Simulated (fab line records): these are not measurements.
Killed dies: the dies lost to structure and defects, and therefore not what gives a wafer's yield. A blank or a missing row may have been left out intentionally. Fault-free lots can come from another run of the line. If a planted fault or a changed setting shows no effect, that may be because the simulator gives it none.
fab line records | flow nand-harc | part 1 of 2: steps 1 to 3 of 6
[record] lots = 24 | wafers = 72 | last-day = 33
route steps=1302 shown A_STAIRCASE@734
lots that met no fault: from a run of the same line without faults
start-h: hours from the record's opening day to when the first of the lot's shown wafers began | wait-h: hours from the lot's prior step to this one | " the same as in the row above | L1.1+2: a single row standing in for several wafers | - no value, or no start was given | * or withheld: withheld | < > ~ a bound
route shown NAME@n: NAME is a module with steps in the file, n the number in the route of the first one | usual: mean and standard deviation over wafers with no fault | same: alike in all rows | chamber/n: place in a boat | sites: each site's reading | _std_site: the standard deviation of these | _edge_site: outer sites' mean less inner sites' | radius-mm: for every site, how far away it sits from the centre of the wafer | mask NAME#n: copy n | behind: the last tool/chamber to shape the wafer | hold: the reason the lot was held/the length of the hold in hours/how it ended | device: which transistor (n, p or np) failed to switch | end of line: the same wafers' tests at the end of the route | a step with no rows: only its recipe | killed: dies lost to structure and defects at the first sort, not the wafer's yield | map: per-die view of a wafer (x killed, . not killed, _ where there is no die)
set.NAME: setting as actually run; set.NAME@STEP: the setting as run at that earlier step | model.NAME: the simulator's own value behind a step, which no gauge read
a sample of lots followed through the steps of the route, with each step as a table and each wafer as a row
services: from which hour (start-h, from the record's first day; less than 0 if before it) a tool's chamber was out of use, for how many hours, and why
[[steps]]
[step NHARC_A_STAIRCASE_TRIM_220]
[recipe] time-s = 211.2 | o2-flow-sccm = 500 | ar-flow-sccm = 0 | bias-w = 0 | chemistry = O2
[usual] drypump-motor-current-A = 5.6/0.47 | oes-product-au = 1.004/0.0079 | rf-vpp-V = 57.8/0.91 | showerhead-plenum-p-Torr = 3.54/0.13 | throttle-valve-pct = 17.036/0.0087
[same] bias-w = 0
lot.wafer | tool        | chamber | start-h | wait-h | drypump-motor-current-A | oes-product-au | rf-hours-counter-h | rf-vpp-V | showerhead-plenum-p-Torr | throttle-valve-pct
L074.1    | rie-diel-05 | 2       | 366.98  | 0.1    | 4.9                     | 1.010          | 45                 | 60.5     | 3.72                     | 17.032
L074.2    | "           | 3       | "       | "      | 5.3                     | 0.999          | 41                 | 58.3     | 3.42                     | 17.037
L074.6    | "           | 2       | "       | "      | 4.9                     | 1.001          | -                  | 58.6     | 3.72                     | 17.035
L075.1    | rie-diel-10 | 0       | 367.02  | 0.1    | 5.0                     | 1.005          | 35                 | 55.5     | 3.57                     | 17.043
L075.3    | "           | 2       | "       | "      | 5.8                     | 0.993          | 37                 | 57.9     | 3.72                     | 17.046
L075.6    | "           | 1       | "       | "      | 6.5                     | 1.000          | -                  | 58.3     | 3.61                     | 17.022
L076.3    | rie-diel-10 | 3       | 379.66  | 0.1    | 5.9                     | 1.007          | 41                 | 57.4     | 3.43                     | 17.037
L076.2    | "           | 0       | "       | "      | 5.0                     | 1.001          | 38                 | 57.5     | 3.57                     | 17.021
L076.4    | "           | 0       | "       | "      | 5.0                     | 1.003          | -                  | 59.3     | 3.57                     | 17.020
L077.1    | rie-diel-10 | 3       | 387.44  | 0.1    | 5.9                     | 0.995          | 44                 | 56.9     | 3.42                     | 17.036
L077.6    | "           | 0       | "       | "      | 5.0                     | 1.008          | -                  | 58.9     | 3.57                     | 17.026
L077.5    | "           | 1       | "       | "      | 6.5                     | 1.008          | -                  | 58.3     | 3.61                     | 17.026
L078.4    | rie-diel-05 | 3       | 402.77  | 0.1    | 5.3                     | 1.008          | 57                 | 59.2     | 3.41                     | 17.039
L078.6    | "           | 0       | "       | "      | 5.2                     | 0.999          | -                  | 58.1     | 3.59                     | 17.029
L078.5    | "           | 1       | "       | "      | 6.1                     | 1.006          | -                  | 58.1     | 3.34                     | 17.030
L079.2    | rie-diel-01 | 2       | 403.05  | 0.1    | 5.5                     | 1.007          | 4                  | 56.3     | 3.56                     | 17.032
L079.6    | "           | 2       | "       | "      | 5.5                     | 1.009          | -                  | 58.9     | 3.56                     | 17.043
L079.5    | "           | 3       | "       | "      | 5.9                     | 1.020          | -                  | 58.1     | 3.59                     | 17.035
L080.4    | rie-diel-05 | 0       | 419.66  | 0.1    | 5.3                     | 0.999          | 1                  | 57.0     | 3.59                     | 17.036
L080.1    | "           | 1       | "       | "      | 6.0                     | 1.010          | 1                  | 56.5     | 3.33                     | 17.032
L080.6    | "           | 0       | "       | "      | 5.3                     | 1.010          | -                  | 58.6     | 3.59                     | 17.030
L081.3    | rie-diel-05 | 3       | 424.56  | 0.1    | 5.3                     | 1.009          | 3                  | 57.4     | 3.41                     | 17.043
L081.1    | "           | 0       | "       | "      | 5.3                     | 1.011          | 3                  | 57.3     | 3.59                     | 17.036
L081.6    | "           | 0       | "       | "      | 5.3                     | 1.012          | -                  | 58.3     | 3.59                     | 17.029
L082.1    | rie-diel-10 | 3       | 446.12  | 0.1    | 5.8                     | 1.008          | 4                  | 57.3     | 3.41                     | 17.037
L082.2    | "           | 2       | "       | "      | 5.8                     | 1.008          | 5                  | 58.0     | 3.71                     | 17.030
L082.4    | "           | 2       | "       | "      | 5.8                     | 1.006          | -                  | 58.4     | 3.71                     | 17.020
L083.1    | rie-diel-05 | 2       | 452.74  | 0.1    | 4.8                     | 1.001          | 13                 | 58.3     | 3.70                     | 17.014
L083.5    | "           | 1       | "       | "      | 6.1                     | 1.006          | -                  | 56.8     | 3.33                     | 17.048
L083.6    | "           | 2       | "       | "      | 4.9                     | 1.012          | -                  | 58.3     | 3.70                     | 17.060
L084.2    | rie-diel-01 | 0       | 466.46  | 0.1    | 5.4                     | 1.011          | 22                 | 58.3     | 3.58                     | 17.031
L084.3    | "           | 1       | "       | "      | 6.1                     | 1.003          | 25                 | 59.1     | 3.73                     | 17.038
L084.5    | "           | 1       | "       | "      | 6.1                     | 1.008          | -                  | 57.0     | 3.73                     | 17.039
L086.1    | rie-diel-05 | 2       | 473.03  | 0.1    | 4.8                     | 0.992          | 18                 | 57.3     | 3.70                     | 17.036
L086.3    | "           | 3       | "       | "      | 5.3                     | 1.017          | 19                 | 58.6     | 3.40                     | 17.032
L086.2    | "           | 0       | "       | "      | 5.2                     | 1.012          | 18                 | 59.3     | 3.58                     | 17.023
L085.2    | rie-diel-10 | 3       | 473.45  | 0.1    | 5.9                     | 1.014          | 18                 | 57.3     | 3.41                     | 17.032
L085.4    | "           | 2       | "       | "      | 5.8                     | 1.007          | 19                 | 57.4     | 3.70                     | 17.026
L085.5    | "           | 3       | "       | "      | 5.9                     | 1.001          | -                  | 58.1     | 3.41                     | 17.044
L087.4    | rie-diel-01 | 2       | 486.13  | 0.1    | 5.5                     | 1.012          | 36                 | 57.7     | 3.54                     | 17.027
L087.6    | "           | 1       | "       | "      | 6.1                     | 1.003          | -                  | 57.8     | 3.73                     | 17.045
L087.5    | "           | 2       | "       | "      | 5.5                     | 1.011          | -                  | 57.1     | 3.54                     | 17.038
L089.3    | rie-diel-10 | 2       | 503.52  | 0.1    | 5.8                     | 1.009          | 25                 | 57.9     | 3.70                     | 17.043
L089.6    | "           | 3       | "       | "      | 5.9                     | 0.999          | -                  | 58.1     | 3.40                     | 17.022
L089.5    | "           | 0       | "       | "      | 5.1                     | 1.000          | -                  | 58.6     | 3.55                     | 17.020
L088.1    | rie-diel-05 | 1       | 509.40  | 0.1    | 6.1                     | 0.992          | 25                 | 57.1     | 3.32                     | 17.032
L088.4    | "           | 2       | "       | "      | 4.9                     | 0.992          | 26                 | 57.1     | 3.70                     | 17.029
L088.3    | "           | 0       | "       | "      | 5.3                     | 0.994          | 27                 | 57.8     | 3.58                     | 17.037
L091.1    | rie-diel-10 | 2       | 530.42  | 0.1    | 5.8                     | 0.998          | 35                 | 57.1     | 3.69                     | 17.027
L091.2    | "           | 1       | "       | "      | 6.4                     | 1.003          | 34                 | 58.4     | 3.58                     | 17.041
L091.5    | "           | 2       | "       | "      | 5.8                     | 0.986          | -                  | 58.1     | 3.69                     | 17.022
L090.3    | rie-diel-01 | 3       | 530.80  | 0.1    | 5.9                     | 1.008          | 46                 | 58.3     | 3.57                     | 17.028
L090.1    | "           | 2       | "       | "      | 5.5                     | 1.019          | 49                 | 56.1     | 3.53                     | 17.048
L090.5    | "           | 0       | "       | "      | 5.5                     | 1.015          | -                  | 57.9     | 3.57                     | 17.054
L092.1    | rie-diel-05 | 0       | 545.55  | 0.1    | 5.3                     | 1.013          | 35                 | 59.1     | 3.57                     | 17.024
L092.2    | "           | 1       | "       | "      | 6.0                     | 1.000          | 35                 | 57.1     | 3.32                     | 17.035
L092.4    | "           | 2       | "       | "      | 4.9                     | 1.009          | 37                 | 56.6     | 3.69                     | 17.033
L095.2    | rie-diel-05 | 3       | 561.49  | 0.1    | 5.3                     | 1.009          | 41                 | 58.7     | 3.39                     | 17.029
L095.1    | "           | 1       | "       | "      | 6.0                     | 1.014          | 38                 | 56.0     | 3.31                     | 17.029
L095.5    | "           | 3       | "       | "      | 5.3                     | 1.007          | -                  | 57.6     | 3.39                     | 17.035
L094.4    | rie-diel-05 | 3       | 565.35  | 0.1    | 5.3                     | 1.012          | 43                 | 57.0     | 3.39                     | 17.020
L094.1    | "           | 0       | "       | "      | 5.3                     | 1.004          | 41                 | 56.9     | 3.57                     | 17.024
L094.6    | "           | 0       | "       | "      | 5.3                     | 0.993          | -                  | 57.6     | 3.57                     | 17.041
L093.1    | rie-diel-01 | 0       | 568.04  | 0.1    | 5.5                     | 0.994          | 0                  | 56.5     | 3.56                     | 17.029
L093.5    | "           | 3       | "       | "      | 5.9                     | 1.001          | -                  | 58.0     | 3.56                     | 17.033
L093.6    | "           | 0       | "       | "      | 5.5                     | 0.997          | -                  | 58.8     | 3.56                     | 17.033
L096.3    | rie-diel-05 | 1       | 568.19  | 0.1    | 6.1                     | 1.006          | 41                 | 56.3     | 3.31                     | 17.029
L096.1    | "           | 3       | "       | "      | 5.3                     | 1.003          | 44                 | 57.0     | 3.39                     | 17.027
L096.6    | "           | 2       | "       | "      | 4.9                     | 0.989          | -                  | 57.9     | 3.69                     | 17.049
L097.2    | rie-diel-01 | 0       | 599.94  | 0.1    | 5.5                     | 0.985          | 11                 | 58.2     | 3.55                     | 17.040
L097.1    | "           | 1       | "       | "      | 6.2                     | 0.985          | 11                 | 59.8     | 3.71                     | 17.032
L097.4    | "           | 2       | "       | "      | 5.5                     | 0.994          | 12                 | 58.2     | 3.52                     | 17.035
[step NHARC_A_STAIRCASE_DESCUM_252]
[recipe] time-s = 3 | o2-flow-sccm = 200 | ar-flow-sccm = 0 | bias-power-w = 0 | chemistry = O2
[usual] drypump-motor-current-A = 5.6/0.48 | oes-product-au = 1.002/0.0073 | rf-vpp-V = 58.0/0.82 | showerhead-plenum-p-Torr = 1.92/0.075 | throttle-valve-pct = 11.311/0.0086
lot.wafer | tool        | chamber | start-h | wait-h | drypump-motor-current-A | oes-product-au | rf-hours-counter-h | rf-vpp-V | showerhead-plenum-p-Torr | throttle-valve-pct
L074.2    | rie-diel-10 | 0       | 370.57  | -      | 5.0                     | 1.001          | 36                 | 58.0     | 1.94                     | 11.311
L074.1    | "           | 3       | "       | "      | 5.9                     | 0.997          | 39                 | 56.4     | 1.85                     | 11.312
L074.6    | "           | 1       | "       | "      | 6.4                     | 0.994          | -                  | 57.2     | 1.96                     | 11.306
L075.3    | rie-diel-01 | 1       | 370.74  | -      | 6.1                     | 0.990          | 51                 | 58.5     | 2.04                     | 11.316
L075.1    | "           | 3       | "       | "      | 5.9                     | 0.996          | 45                 | 57.4     | 1.95                     | 11.314
L075.6    | "           | 1       | "       | "      | 6.1                     | 0.986          | -                  | 58.6     | 2.04                     | 11.307
L076.3    | rie-diel-10 | 3       | 383.90  | -      | 5.9                     | 1.000          | 43                 | 58.8     | 1.85                     | 11.323
L076.2    | "           | 0       | "       | "      | 5.0                     | 1.003          | 39                 | 58.6     | 1.94                     | 11.304
L076.4    | "           | 1       | "       | "      | 6.4                     | 0.994          | 42                 | 57.2     | 1.96                     | 11.324
L077.1    | rie-diel-05 | 3       | 394.06  | -      | 5.3                     | 1.010          | 54                 | 57.8     | 1.85                     | 11.314
L077.5    | "           | 1       | "       | "      | 6.1                     | 1.007          | -                  | 57.1     | 1.80                     | 11.301
L077.6    | "           | 3       | "       | "      | 5.3                     | 0.999          | -                  | 57.3     | 1.85                     | 11.318
L078.4    | rie-diel-10 | 3       | 406.37  | -      | 5.9                     | 0.997          | 52                 | 56.9     | 1.85                     | 11.304
L078.6    | "           | 0       | "       | "      | 5.0                     | 1.004          | -                  | 58.1     | 1.93                     | 11.314
L078.5    | "           | 1       | "       | "      | 6.4                     | 0.992          | -                  | 56.9     | 1.96                     | 11.310
L079.2    | rie-diel-10 | 2       | 406.78  | -      | 5.8                     | 0.999          | 50                 | 58.8     | 2.02                     | 11.302
L079.5    | "           | 3       | "       | "      | 5.8                     | 1.000          | -                  | 58.3     | 1.85                     | 11.317
L079.6    | "           | 0       | "       | "      | 5.0                     | 1.000          | -                  | 59.2     | 1.93                     | 11.304
L080.4    | rie-diel-05 | 1       | 423.51  | -      | 6.1                     | 1.008          | 3                  | 56.9     | 1.80                     | 11.302
L080.1    | "           | 0       | "       | "      | 5.2                     | 1.012          | 3                  | 57.7     | 1.95                     | 11.311
L080.6    | "           | 2       | "       | "      | 4.9                     | 0.996          | -                  | 58.4     | 2.02                     | 11.311
L081.3    | rie-diel-05 | 2       | 428.62  | -      | 4.8                     | 1.009          | 3                  | 57.8     | 2.02                     | 11.307
L081.1    | "           | 1       | "       | "      | 6.1                     | 0.999          | 3                  | 58.0     | 1.80                     | 11.300
L081.6    | "           | 2       | "       | "      | 4.8                     | 1.009          | -                  | 58.8     | 2.02                     | 11.297
L082.1    | rie-diel-10 | 2       | 449.85  | -      | 5.8                     | 1.001          | 7                  | 58.3     | 2.02                     | 11.307
L082.2    | "           | 3       | "       | "      | 5.9                     | 1.008          | 6                  | 58.0     | 1.85                     | 11.309
L082.4    | "           | 3       | "       | "      | 5.9                     | 1.018          | -                  | 58.6     | 1.85                     | 11.333
L083.1    | rie-diel-01 | 1       | 456.45  | -      | 6.1                     | 0.997          | 21                 | 58.9     | 2.03                     | 11.308
L083.6    | "           | 1       | "       | "      | 6.2                     | 1.017          | -                  | 60.0     | 2.03                     | 11.308
L083.5    | "           | 2       | "       | "      | 5.5                     | 1.002          | -                  | 59.1     | 1.92                     | 11.308
L084.3    | rie-diel-05 | 0       | 473.22  | -      | 5.3                     | 1.000          | 18                 | 56.9     | 1.95                     | 11.310
L084.2    | "           | 1       | "       | "      | 6.1                     | 1.012          | 17                 | 58.9     | 1.80                     | 11.315
L084.5    | "           | 3       | "       | "      | 5.3                     | 1.002          | -                  | 57.6     | 1.84                     | 11.298
L086.3    | rie-diel-10 | 0       | 476.64  | -      | 5.0                     | 0.999          | 14                 | 57.5     | 1.93                     | 11.304
L086.1    | "           | 1       | "       | "      | 6.4                     | 1.009          | 18                 | 57.7     | 1.95                     | 11.313
L086.2    | "           | 3       | "       | "      | 5.8                     | 1.003          | 19                 | 58.1     | 1.84                     | 11.311
L085.2    | rie-diel-10 | 2       | 477.08  | -      | 5.8                     | 1.004          | 19                 | 59.3     | 2.01                     | 11.302
L085.4    | "           | 0       | "       | "      | 5.0                     | 1.011          | 14                 | 57.4     | 1.93                     | 11.312
L085.5    | "           | 1       | "       | "      | 6.4                     | 1.006          | -                  | 57.2     | 1.95                     | 11.305
L087.4    | rie-diel-05 | 0       | 489.81  | -      | 5.2                     | 1.003          | 23                 | 58.1     | 1.94                     | 11.314
L087.5    | "           | 3       | "       | "      | 5.3                     | 1.006          | -                  | 56.9     | 1.84                     | 11.296
L087.6    | "           | 0       | "       | "      | 5.3                     | 1.006          | -                  | 57.1     | 1.94                     | 11.320
L089.3    | rie-diel-01 | 2       | 507.09  | -      | 5.5                     | 0.999          | 42                 | 56.9     | 1.92                     | 11.308
L089.6    | "           | 2       | "       | "      | 5.5                     | 1.000          | -                  | 57.8     | 1.92                     | 11.307
L089.5    | "           | 3       | "       | "      | 5.9                     | 1.001          | -                  | 58.1     | 1.94                     | 11.311
L088.3    | rie-diel-05 | 2       | 512.93  | -      | 4.9                     | 0.993          | 28                 | 57.6     | 2.01                     | 11.312
L088.1    | "           | 3       | "       | "      | 5.3                     | 1.008          | 30                 | 57.3     | 1.84                     | 11.300
L088.4    | "           | 0       | "       | "      | 5.3                     | 1.003          | 28                 | 59.0     | 1.94                     | 11.312
L091.2    | rie-diel-10 | 2       | 534.07  | -      | 5.8                     | 1.004          | 36                 | 57.1     | 2.01                     | 11.301
L091.1    | "           | 0       | "       | "      | 5.0                     | 1.006          | 30                 | 56.9     | 1.92                     | 11.290
L091.5    | "           | 3       | "       | "      | 5.8                     | 1.015          | -                  | 57.0     | 1.84                     | 11.319
L090.3    | rie-diel-01 | 3       | 534.50  | -      | 5.9                     | 1.009          | 47                 | 56.5     | 1.94                     | 11.313
L090.1    | "           | 0       | "       | "      | 5.5                     | 1.014          | 44                 | 57.3     | 1.93                     | 11.317
L090.5    | "           | 0       | "       | "      | 5.5                     | 0.999          | -                  | 58.8     | 1.93                     | 11.316
L092.1    | rie-diel-05 | 0       | 549.13  | -      | 5.3                     | 1.011          | 36                 | 58.9     | 1.94                     | 11.321
L092.2    | "           | 1       | "       | "      | 6.1                     | 1.010          | 36                 | 57.4     | 1.79                     | 11.313
L092.4    | "           | 3       | "       | "      | 5.3                     | 0.998          | 39                 | 57.6     | 1.83                     | 11.311
L095.1    | rie-diel-05 | 1       | 565.91  | -      | 6.0                     | 0.996          | 40                 | 58.6     | 1.79                     | 11.298
L095.2    | "           | 0       | "       | "      | 5.3                     | 1.004          | 41                 | 58.2     | 1.94                     | 11.313
L095.5    | "           | 2       | "       | "      | 4.8                     | 0.984          | -                  | 58.8     | 2.01                     | 11.318
L094.1    | rie-diel-01 | 2       | 568.93  | -      | 5.5                     | 0.989          | 0                  | 59.4     | 1.91                     | 11.322
L094.4    | "           | 3       | "       | "      | 5.9                     | 0.995          | 0                  | 58.4     | 1.93                     | 11.313
L094.6    | "           | 2       | "       | "      | 5.5                     | 0.999          | -                  | 57.5     | 1.91                     | 11.317
L093.1    | rie-diel-10 | 3       | 571.53  | -      | 5.9                     | 1.008          | 54                 | 57.3     | 1.83                     | 11.308
L093.5    | "           | 3       | "       | "      | 5.9                     | 1.010          | -                  | 58.2     | 1.83                     | 11.313
L093.6    | "           | 0       | "       | "      | 5.0                     | 1.003          | -                  | 60.0     | 1.92                     | 11.309
L096.1    | rie-diel-05 | 3       | 571.67  | -      | 5.3                     | 1.003          | 46                 | 57.6     | 1.83                     | 11.307
L096.3    | "           | 0       | "       | "      | 5.3                     | 1.001          | 43                 | 57.4     | 1.94                     | 11.315
L096.6    | "           | 3       | "       | "      | 5.4                     | 1.009          | -                  | 57.8     | 1.83                     | 11.315
L097.1    | rie-diel-05 | 2       | 603.86  | -      | 4.8                     | 1.001          | 5                  | 58.6     | 2.00                     | 11.302
L097.4    | "           | 3       | "       | "      | 5.3                     | 1.013          | 3                  | 58.4     | 1.83                     | 11.301
L097.2    | "           | 0       | "       | "      | 5.2                     | 1.010          | 3                  | 57.7     | 1.94                     | 11.315
[step NHARC_A_STAIRCASE_HM_DEP_459]
[recipe] target-thk-a = 15000 | temp-c = 400 | material = aC
[usual] throttle-valve-pct = 35.001/0.0096
lot.wafer | tool       | chamber | start-h | wait-h | throttle-valve-pct
L074.1    | acl-dep-03 | 0       | 379.75  | 0.1    | 34.995
L074.2    | "          | 0       | "       | "      | 34.992
L074.6    | "          | 0       | 381.29  | 1.6    | 34.988
L075.1    | acl-dep-01 | 0       | 381.29  | 0.9    | 34.990
L075.3    | "          | 0       | "       | "      | 35.000
L075.6    | "          | 0       | "       | "      | 34.991
L076.2    | acl-dep-02 | 0       | 394.51  | 0.4    | 35.007
L076.3    | "          | 0       | "       | "      | 35.016
L076.4    | "          | 0       | "       | "      | 35.000
L077.1    | acl-dep-03 | 0       | 402.96  | 2.1    | 35.004
L077.5    | "          | 0       | 404.21  | 3.4    | 35.008
L077.6    | "          | 0       | "       | "      | 34.987
L079.2    | acl-dep-02 | 0       | 418.53  | 0.4    | 34.995
L079.5    | "          | 0       | "       | "      | 35.009
L079.6    | "          | 0       | "       | "      | 35.004
L078.4    | acl-dep-03 | 0       | 418.60  | 1.0    | 34.998
L078.5    | "          | 0       | "       | "      | 35.018
L078.6    | "          | 0       | "       | "      | 34.987
L080.1    | acl-dep-01 | 0       | 436.48  | 5.0    | 34.980
L080.4    | "          | 0       | "       | "      | 35.005
L080.6    | "          | 0       | "       | "      | 35.019
L081.1    | acl-dep-03 | 0       | 440.42  | 0.1    | 35.002
L081.3    | "          | 0       | "       | "      | 34.995
L081.6    | "          | 0       | "       | "      | 34.989
L082.1    | acl-dep-02 | 0       | 460.21  | 3.5    | 34.998
L082.2    | "          | 0       | "       | "      | 35.010
L082.4    | "          | 0       | "       | "      | 34.992
L083.1    | acl-dep-03 | 0       | 471.18  | 4.1    | 35.005
L083.5    | "          | 0       | 472.42  | 5.3    | 34.986
L083.6    | "          | 0       | "       | "      | 35.005
L084.2    | acl-dep-02 | 0       | 481.69  | 0.4    | 34.989
L084.3    | "          | 0       | "       | "      | 35.006
L084.5    | "          | 0       | "       | "      | 34.989
L086.1    | acl-dep-02 | 0       | 485.15  | 1.5    | 34.987
L086.2    | "          | 0       | "       | "      | 34.990
L086.3    | "          | 0       | "       | "      | 35.005
L085.2    | acl-dep-01 | 0       | 485.88  | 0.5    | 35.014
L085.4    | "          | 0       | "       | "      | 35.010
L085.5    | "          | 0       | "       | "      | 35.010
L087.4    | acl-dep-03 | 0       | 504.49  | 1.0    | 35.000
L087.5    | "          | 0       | "       | "      | 35.008
L087.6    | "          | 0       | "       | "      | 35.004
L089.3    | acl-dep-01 | 0       | 517.13  | 3.1    | 35.000
L089.5    | "          | 0       | "       | "      | 35.005
L089.6    | "          | 0       | "       | "      | 34.996
L088.1    | acl-dep-02 | 0       | 521.11  | 0.1    | 35.005
L088.3    | "          | 0       | "       | "      | 34.997
L088.4    | "          | 0       | "       | "      | 35.008
L091.1    | acl-dep-01 | 0       | 541.40  | 0.1    | 34.981
L091.2    | "          | 0       | "       | "      | 34.988
L091.5    | "          | 0       | "       | "      | 35.005
L090.1    | acl-dep-02 | 0       | 544.24  | 0.1    | 35.003
L090.3    | "          | 0       | "       | "      | 34.995
L090.5    | "          | 0       | "       | "      | 35.002
L092.1    | acl-dep-02 | 0       | 559.83  | 2.7    | 34.992
L092.2    | "          | 0       | "       | "      | 35.017
L092.4    | "          | 0       | "       | "      | 35.004
L095.1    | acl-dep-03 | 0       | 577.73  | 1.9    | 35.012
L095.2    | "          | 0       | "       | "      | 34.987
L095.5    | "          | 0       | "       | "      | 35.006
L094.1    | acl-dep-01 | 0       | 577.86  | 0.5    | 35.009
L094.4    | "          | 0       | "       | "      | 35.002
L094.6    | "          | 0       | "       | "      | 35.018
L093.1    | acl-dep-02 | 0       | 578.98  | 0.4    | 34.995
L093.5    | "          | 0       | 580.18  | 1.6    | 34.974
L093.6    | "          | 0       | "       | "      | 34.986
L096.1    | acl-dep-03 | 0       | 579.65  | 0.1    | 34.991
L096.3    | "          | 0       | "       | "      | 35.001
L096.6    | "          | 0       | "       | "      | 35.001
L097.1    | acl-dep-01 | 0       | 615.89  | 3.4    | 35.004
L097.2    | "          | 0       | "       | "      | 35.014
L097.4    | "          | 0       | "       | "      | 35.003
